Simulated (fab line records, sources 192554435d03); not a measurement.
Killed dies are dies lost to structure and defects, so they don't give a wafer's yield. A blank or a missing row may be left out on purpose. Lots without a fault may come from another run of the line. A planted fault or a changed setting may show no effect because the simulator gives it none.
Split-lot experiment | flow n5_finfet | 7 lots, 21 wafers read, on a route of 1938 steps

THE SPLIT
At N5_BEOL_M6_ETCH_66 (etches SOC in N2/H2, target depth 80 nm, overetch 16 nm, time 120 s), the setting bias_w was moved away from the recipe's 150 W on 6 of the 21 wafers read, by -17.1% to +10.8%. The other wafers ran this setting at the recipe's value.

The reading is taken at the split's own step.

THE READING
rf_vpp_V, in V, at N5_BEOL_M6_ETCH_66 (etches SOC in N2/H2, target depth 80 nm, overetch 16 nm, time 120 s). Fault-free wafers of this fab line usually give 522.3 V, standard deviation 1.1 V.

wafer  | tool, chamber at the split | bias_w as run, W | against the recipe | rf_vpp_V, V | against lot-mates on the recipe
L074.1 | rie_diel-05, 3             | 166.2            | +10.8%             | 557.2       | +33.7
L074.3 | rie_diel-05, 1             | 150              | recipe             | 523.5       | -
L074.5 | rie_diel-05, 2             | 166.2            | +10.8%             | 556.0       | +32.5
L075.1 | rie_diel-02, 3             | 150              | recipe             | 523.2       | -
L075.3 | rie_diel-02, 1             | 150              | recipe             | 524.2       | -
L075.6 | rie_diel-02, 0             | 129.8            | -13.5%             | 474.9       | -48.8
L076.3 | rie_diel-01, 0             | 150              | recipe             | 522.4       | -
L076.5 | rie_diel-01, 1             | 136.1            | -9.3%              | 490.4       | -30.6
L076.6 | rie_diel-01, 0             | 150              | recipe             | 519.7       | -
L079.1 | rie_diel-05, 0             | 124.4            | -17.1%             | 464.6       | -58.9
L079.5 | rie_diel-05, 0             | 150              | recipe             | 522.9       | -
L079.6 | rie_diel-05, 1             | 150              | recipe             | 524.0       | -
L091.1 | rie_diel-05, 1             | 150              | recipe             | 523.6       | -
L091.3 | rie_diel-05, 0             | 150              | recipe             | 522.9       | -
L091.5 | rie_diel-05, 0             | 150              | recipe             | 522.9       | -
L089.2 | rie_diel-01, 1             | 150              | recipe             | 524.2       | -
L089.4 | rie_diel-01, 0             | 150              | recipe             | 521.6       | -
L089.5 | rie_diel-01, 2             | 150              | recipe             | 523.1       | -
L096.2 | rie_diel-02, 3             | 142.1            | -5.3%              | 506.3       | -15.1
L096.3 | rie_diel-02, 0             | 150              | recipe             | 521.6       | -
L096.5 | rie_diel-02, 0             | 150              | recipe             | 521.2       | -

THE FIT
A straight line over all 21 wafers: rf_vpp_V changes by +3.35 V for each +1% of bias_w; r = +1.00; the points scatter about the line by 1.5 V.
The same after taking each lot's own level away (the mean of its wafers on the recipe; 21 wafers): +3.33 V for each +1%; r = +1.00; scatter 1.6 V.
On that fit, the largest move of bias_w shifts the reading by 57 V.
The lots' own levels span 521.05 to 523.70 V, that is 2.4 times the standard deviation above.
So the lot-to-lot level changes the slope little: the two slopes agree.
Check: with one of the wafers moved furthest among these (-17.1%) left out of the fit, the line predicts -56.4 V for it against its lot-mates. It came out at -58.9 V against them.
Tool readings at the split's step, against how far the setting was moved: rf_vpp_V r = +1.00.

OTHER SPLITS ON THESE WAFERS
These wafers also went through other splits before the reading. Each is held against what the fit with the lots' levels taken away leaves over:
other split on the same wafers | wafers away from the commonest value | r with rf_vpp_V (lot level and that fit taken away)
N5_BEOL_M5_COAT_66 spin_rpm    | 7                                    | +0.00
N5_BEOL_M6_EXPOSE_25 dose_mj   | 10                                   | +0.23

THE WHOLE CHAIN: every reading that the file lists as answering this split, in the file's order
step               | what it does                                                        | reading                                                                          | change (the file's fit)                | r (the file's)
N5_BEOL_M6_ETCH_66 | etches SOC in N2/H2, target depth 80 nm, overetch 16 nm, time 120 s | rf_vpp_V                                                                         | +3.39 V for each +1% of the setting    | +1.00
N5_BEOL_M6_ETCH_66 | etches SOC in N2/H2, target depth 80 nm, overetch 16 nm, time 120 s | SiARC_of_BEOL_M6_COAT_64.thk_nm (the simulator's own value, which no gauge read) | -0.0717 nm for each +1% of the setting | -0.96

THE FILE'S OWN FIT
rf_vpp_V changes by +3.39 V for each +1% of bias_w, r = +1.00.
